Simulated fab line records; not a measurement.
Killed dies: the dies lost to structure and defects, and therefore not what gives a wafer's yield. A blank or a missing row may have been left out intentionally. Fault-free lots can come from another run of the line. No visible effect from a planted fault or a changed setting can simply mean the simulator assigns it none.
What tool caused it?	flow nand_harc	24 lots, 72 wafers sampled, at 5 steps of a route of 1159

== WHAT THE GAUGES SHOWED, per wafer ==
NHARC_P_M1_INSPECT_27.
lot	measured	on	raw_defect_count
L074	day 5 21:53	defect_inspect-02	288 249 410
L075	day 6 08:14	defect_inspect-01	346 343 577
L077	day 6 21:19	defect_inspect-01	321 179 193
L076	day 6 21:47	defect_inspect-01	324 234 500
L078	day 7 06:41	defect_inspect-01	659 432 730
L079	day 7 07:19	defect_inspect-01	170 195 240
L080	day 8 03:32	defect_inspect-02	264 248 145
L082	day 8 04:14	defect_inspect-02	347 333 274
L081	day 8 04:21	defect_inspect-01	375 440 291
L083	day 8 12:28	defect_inspect-02	359 351 243
L084	day 8 22:05	defect_inspect-01	228 485 168
L085	day 9 06:10	defect_inspect-01	251 269 217
L086	day 9 06:53	defect_inspect-01	269 209 433
L087	day 9 18:43	defect_inspect-01	458 299 333
L089	day 9 19:16	defect_inspect-01	196 199 152
L088	day 9 19:22	defect_inspect-01	279 257 314
L090	day 10 04:56	defect_inspect-01	357 419 362
L091	day 10 05:20	defect_inspect-01	181 340 468
L093	day 11 01:01	defect_inspect-01	229 368 189
L092	day 11 01:18	defect_inspect-01	384 342 314
L095	day 11 02:29	defect_inspect-01	249 197 294
L094	day 11 05:23	defect_inspect-02	525 463 471
L096	day 11 12:22	defect_inspect-01	564 527 360
L097	day 11 12:57	defect_inspect-02	368 451 516

== EACH LOT AND THE TOOL THAT RAN IT (in order: tool; ch and the chambers of the sampled wafers; start) ==
lot	NHARC_P_M0_DESCUM_14	NHARC_P_M0_PRE_CLEAN_29	NHARC_P_M1_ETCH_28	NHARC_P_M1_PVD_21
L074	rie_diel-04 ch 2,3, day 5 15:16	pvd_sputter-02, day 5 21:53 or earlier	rie_diel-09 ch 1,2,3, day 5 21:53 or earlier	pvd_sputter-03, day 5 21:53 or earlier
L075	rie_diel-04 ch 0,2,3, day 6 01:19	pvd_sputter-03, day 6 08:14 or earlier	rie_diel-10 ch 0,1,3, day 6 08:14 or earlier	pvd_sputter-01, day 6 08:14 or earlier
L077	rie_diel-11 ch 0,2,3, day 6 14:50	pvd_sputter-03, day 6 21:19 or earlier	rie_diel-10 ch 0,3, day 6 21:19 or earlier	pvd_sputter-01, day 6 21:19 or earlier
L076	rie_diel-07 ch 1,2,3, day 6 15:07	pvd_sputter-02, day 6 21:47 or earlier	rie_diel-10 ch 0,1,2, day 6 21:47 or earlier	pvd_sputter-03, day 6 21:47 or earlier
L078	rie_diel-07 ch 1,3, day 6 23:52	pvd_sputter-01, day 7 06:41 or earlier	rie_diel-09 ch 1,2, day 7 06:41 or earlier	pvd_sputter-01, day 7 06:41 or earlier
L079	rie_diel-07 ch 0,1,3, day 7 00:03	pvd_sputter-02, day 7 07:19 or earlier	rie_diel-01 ch 0,1,2, day 7 07:19 or earlier	pvd_sputter-01, day 7 07:19 or earlier
L080	rie_diel-11 ch 0,1, day 7 21:01	pvd_sputter-02, day 8 03:32 or earlier	rie_diel-01 ch 2,3, day 8 03:32 or earlier	pvd_sputter-02, day 8 03:32 or earlier
L082	rie_diel-07 ch 2,3, day 7 21:34	pvd_sputter-03, day 8 04:14 or earlier	rie_diel-10 ch 1,2,3, day 8 04:14 or earlier	pvd_sputter-01, day 8 04:14 or earlier
L081	rie_diel-11 ch 0,1,3, day 7 21:44	pvd_sputter-02, day 8 04:21 or earlier	rie_diel-01 ch 0,1, day 8 04:21 or earlier	pvd_sputter-03, day 8 04:21 or earlier
L083	rie_diel-07 ch 0,2,3, day 8 05:23	pvd_sputter-03, day 8 12:28 or earlier	rie_diel-01 ch 0,1,2, day 8 12:28 or earlier	pvd_sputter-03, day 8 12:28 or earlier
L084	rie_diel-11 ch 1,2,3, day 8 14:44	pvd_sputter-01, day 8 22:05 or earlier	rie_diel-01 ch 1,2,3, day 8 22:05 or earlier	pvd_sputter-03, day 8 22:05 or earlier
L085	rie_diel-07 ch 1,3, day 8 23:34	pvd_sputter-03, day 9 06:10 or earlier	rie_diel-09 ch 0,3, day 9 06:10 or earlier	pvd_sputter-01, day 9 06:10 or earlier
L086	rie_diel-07 ch 0,2,3, day 9 00:07	pvd_sputter-02, day 9 06:53 or earlier	rie_diel-10 ch 0,1, day 9 06:53 or earlier	pvd_sputter-01, day 9 06:53 or earlier
L087	rie_diel-04 ch 1,2, day 9 11:34	pvd_sputter-01, day 9 18:43 or earlier	rie_diel-01 ch 1,2,3, day 9 18:43 or earlier	pvd_sputter-02, day 9 18:43 or earlier
L089	rie_diel-11 ch 0,1,2, day 9 12:06	pvd_sputter-02, day 9 19:16 or earlier	rie_diel-09 ch 1,2,3, day 9 19:16 or earlier	pvd_sputter-03, day 9 19:16 or earlier
L088	rie_diel-07 ch 1,2, day 9 12:38	pvd_sputter-01, day 9 19:22 or earlier	rie_diel-10 ch 0,1,2, day 9 19:22 or earlier	pvd_sputter-01, day 9 19:22 or earlier
L090	rie_diel-11 ch 1,2,3, day 9 19:58	pvd_sputter-03, day 10 04:56 or earlier	rie_diel-10 ch 1,2,3, day 10 04:56 or earlier	pvd_sputter-01, day 10 04:56 or earlier
L091	rie_diel-11 ch 0,2,3, day 9 21:37	pvd_sputter-01, day 10 05:20 or earlier	rie_diel-01 ch 1,2, day 10 05:20 or earlier	pvd_sputter-01, day 10 05:20 or earlier
L093	rie_diel-04 ch 0,2,3, day 10 18:03	pvd_sputter-01, day 11 01:01 or earlier	rie_diel-10 ch 1,2, day 11 01:01 or earlier	pvd_sputter-03, day 11 01:01 or earlier
L092	rie_diel-11 ch 0,1,2, day 10 18:38	pvd_sputter-02, day 11 01:18 or earlier	rie_diel-09 ch 1,2,3, day 11 01:18 or earlier	pvd_sputter-02, day 11 01:18 or earlier
L095	rie_diel-11 ch 0,3, day 10 19:35	pvd_sputter-03, day 11 02:29 or earlier	rie_diel-10 ch 0,2, day 11 02:29 or earlier	pvd_sputter-01, day 11 02:29 or earlier
L094	rie_diel-11 ch 0,3, day 10 21:19	pvd_sputter-02, day 11 05:23 or earlier	rie_diel-09 ch 0,1, day 11 05:23 or earlier	pvd_sputter-02, day 11 05:23 or earlier
L096	rie_diel-11 ch 1,2,3, day 11 05:20	pvd_sputter-02, day 11 12:22 or earlier	rie_diel-09 ch 0,3, day 11 12:22 or earlier	pvd_sputter-01, day 11 12:22 or earlier
L097	rie_diel-11 ch 0,1,2, day 11 06:01	pvd_sputter-02, day 11 12:57 or earlier	rie_diel-01 ch 0,1,3, day 11 12:57 or earlier	pvd_sputter-03, day 11 12:57 or earlier
- NHARC_P_M0_DESCUM_14: chemistry O2, time 3 s.
- NHARC_P_M0_PRE_CLEAN_29: time 30 s.
- NHARC_P_M1_ETCH_28: etches the open film in CF4/N2, target depth 30 nm, time 72.99 s.
- NHARC_P_M1_PVD_21: deposits Cu, target thk 30 nm, time 20.49 s.

== WHAT THE TOOLS THEMSELVES READ (means of the sampled wafers that have a number; where no wafer has one, the mark that the record gives instead) ==
NHARC_P_M0_DESCUM_14.
lot	tool	chamber_pressure_mTorr (mTorr)	drypump_motor_current_A (A)	oes_product_au (a.u.)	rf_vpp_V (V)	showerhead_plenum_p_Torr (Torr)	throttle_valve_pct (%)
L074	rie_diel-04	60.06	6.4	1.001	56.8	1.87	11.314
L075	rie_diel-04	59.95	6.2	0.989	57.8	1.93	11.308
L077	rie_diel-11	59.97	5.7	0.994	58.2	1.84	11.310
L076	rie_diel-07	60.01	5.3	0.994	58.1	1.92	11.308
L078	rie_diel-07	59.96	5.2	0.996	57.7	1.91	11.318
L079	rie_diel-07	60.02	5.5	0.991	56.8	1.91	11.316
L080	rie_diel-11	59.96	5.6	0.990	56.7	1.88	11.312
L082	rie_diel-07	59.96	5.4	1.004	58.4	1.93	11.313
L081	rie_diel-11	60.08	5.2	1.001	57.0	1.85	11.314
L083	rie_diel-07	59.97	5.5	1.003	57.2	1.92	11.315
L084	rie_diel-11	59.99	5.2	0.992	57.7	1.81	11.310
L085	rie_diel-07	59.99	5.2	1.000	57.8	1.97	11.308
L086	rie_diel-07	59.99	5.6	0.998	57.7	1.92	11.307
L087	rie_diel-04	59.99	5.7	1.002	58.0	1.97	11.310
L089	rie_diel-11	60.00	5.6	0.996	57.4	1.84	11.306
L088	rie_diel-07	60.01	5.3	0.993	57.8	1.85	11.314
L090	rie_diel-11	59.99	5.3	1.003	57.3	1.81	11.301
L091	rie_diel-11	59.96	5.7	0.988	57.4	1.83	11.308
L093	rie_diel-04	59.99	6.2	0.998	57.3	1.93	11.316
L092	rie_diel-11	60.03	5.7	1.001	57.7	1.84	11.320
L095	rie_diel-11	60.04	5.6	0.995	57.4	1.87	11.308
L094	rie_diel-11	60.09	5.6	0.995	57.7	1.87	11.317
L096	rie_diel-11	59.97	5.2	0.993	57.6	1.81	11.315
L097	rie_diel-11	59.92	5.6	1.003	58.3	1.84	11.303

NHARC_P_M0_PRE_CLEAN_29.
lot	tool	heater_power_w (W)
L074	pvd_sputter-02	474
L075	pvd_sputter-03	400
L077	pvd_sputter-03	400
L076	pvd_sputter-02	468
L078	pvd_sputter-01	350
L079	pvd_sputter-02	465
L080	pvd_sputter-02	461
L082	pvd_sputter-03	367
L081	pvd_sputter-02	443
L083	pvd_sputter-03	415
L084	pvd_sputter-01	380
L085	pvd_sputter-03	406
L086	pvd_sputter-02	432
L087	pvd_sputter-01	371
L089	pvd_sputter-02	456
L088	pvd_sputter-01	398
L090	pvd_sputter-03	383
L091	pvd_sputter-01	378
L093	pvd_sputter-01	392
L092	pvd_sputter-02	465
L095	pvd_sputter-03	373
L094	pvd_sputter-02	441
L096	pvd_sputter-02	473
L097	pvd_sputter-02	461

NHARC_P_M1_ETCH_28.
lot	tool	chamber_pressure_mTorr (mTorr)	drypump_motor_current_A (A)	oes_product_au (a.u.)	rf_vpp_V (V)	showerhead_plenum_p_Torr (Torr)	throttle_valve_pct (%)
L074	rie_diel-09	29.991	5.9	1.001	314.3	2.63	19.791
L075	rie_diel-10	30.001	5.7	1.003	313.1	2.61	19.793
L077	rie_diel-10	30.007	5.6	1.004	314.9	2.64	19.798
L076	rie_diel-10	29.991	5.7	1.003	315.6	2.70	19.787
L078	rie_diel-09	29.976	5.8	1.012	312.7	2.55	19.789
L079	rie_diel-01	30.004	5.9	0.994	313.7	2.59	19.782
L080	rie_diel-01	29.999	6.2	1.008	314.4	2.65	19.795
L082	rie_diel-10	29.972	5.7	1.003	313.9	2.61	19.783
L081	rie_diel-01	30.003	5.8	1.002	312.2	2.57	19.796
L083	rie_diel-01	30.008	5.9	0.999	314.1	2.59	19.790
L084	rie_diel-01	29.988	5.9	1.004	314.8	2.67	19.804
L085	rie_diel-09	29.996	5.9	1.012	316.8	2.80	19.797
L086	rie_diel-10	30.004	5.8	1.006	313.3	2.58	19.779
L087	rie_diel-01	30.022	5.9	0.998	314.7	2.67	19.796
L089	rie_diel-09	30.036	5.9	1.014	314.2	2.63	19.801
L088	rie_diel-10	30.006	5.7	1.013	315.3	2.70	19.796
L090	rie_diel-10	29.990	5.7	1.002	314.1	2.61	19.796
L091	rie_diel-01	29.978	5.6	1.007	315.4	2.68	19.796
L093	rie_diel-10	29.993	5.8	1.002	313.4	2.58	19.786
L092	rie_diel-09	30.018	5.9	1.001	314.2	2.62	19.799
L095	rie_diel-10	30.010	5.5	1.005	317.6	2.82	19.788
L094	rie_diel-09	29.995	6.0	0.998	315.3	2.69	19.800
L096	rie_diel-09	30.020	6.0	1.002	316.8	2.79	19.793
L097	rie_diel-01	29.984	5.7	1.004	313.7	2.65	19.794

NHARC_P_M1_PVD_21.
lot	tool	throttle_valve_pct (%)
L074	pvd_sputter-03	29.8
L075	pvd_sputter-01	30.4
L077	pvd_sputter-01	31.2
L076	pvd_sputter-03	30.6
L078	pvd_sputter-01	30.9
L079	pvd_sputter-01	31.0
L080	pvd_sputter-02	30.0
L082	pvd_sputter-01	30.2
L081	pvd_sputter-03	29.4
L083	pvd_sputter-03	29.2
L084	pvd_sputter-03	29.8
L085	pvd_sputter-01	30.5
L086	pvd_sputter-01	30.1
L087	pvd_sputter-02	29.5
L089	pvd_sputter-03	30.4
L088	pvd_sputter-01	30.8
L090	pvd_sputter-01	30.4
L091	pvd_sputter-01	31.2
L093	pvd_sputter-03	30.5
L092	pvd_sputter-02	29.8
L095	pvd_sputter-01	30.0
L094	pvd_sputter-02	28.6
L096	pvd_sputter-01	30.0
L097	pvd_sputter-03	30.5

== THE ANSWER, worked out from the rows above alone ==
Rule: the usual values come from the lots themselves. Put in order of their means at a reading, lots are off if they are a third of the lots or fewer, leave a main group of 4 or more, and stand apart from it by a gap of 3 or more times the standard deviation of the main group's means; of several such gaps the widest counts. A main group whose means are all the same, to the digits that the tables above print for the reading, isn't used. Also off: a lot with no number at a reading for which 4 or more lots have one. The other lots that the step has rows for count as sound. First the gauges in route order, then the tools' own readings, where a lot's mean is used as printed above. At the first step where some lot is off, the reading lying furthest off is the one used; lots without a number count as furthest.
None of the lots is off at any reading shown; this tells nothing.

== WHAT THE SIMULATOR HAD INSERTED ==
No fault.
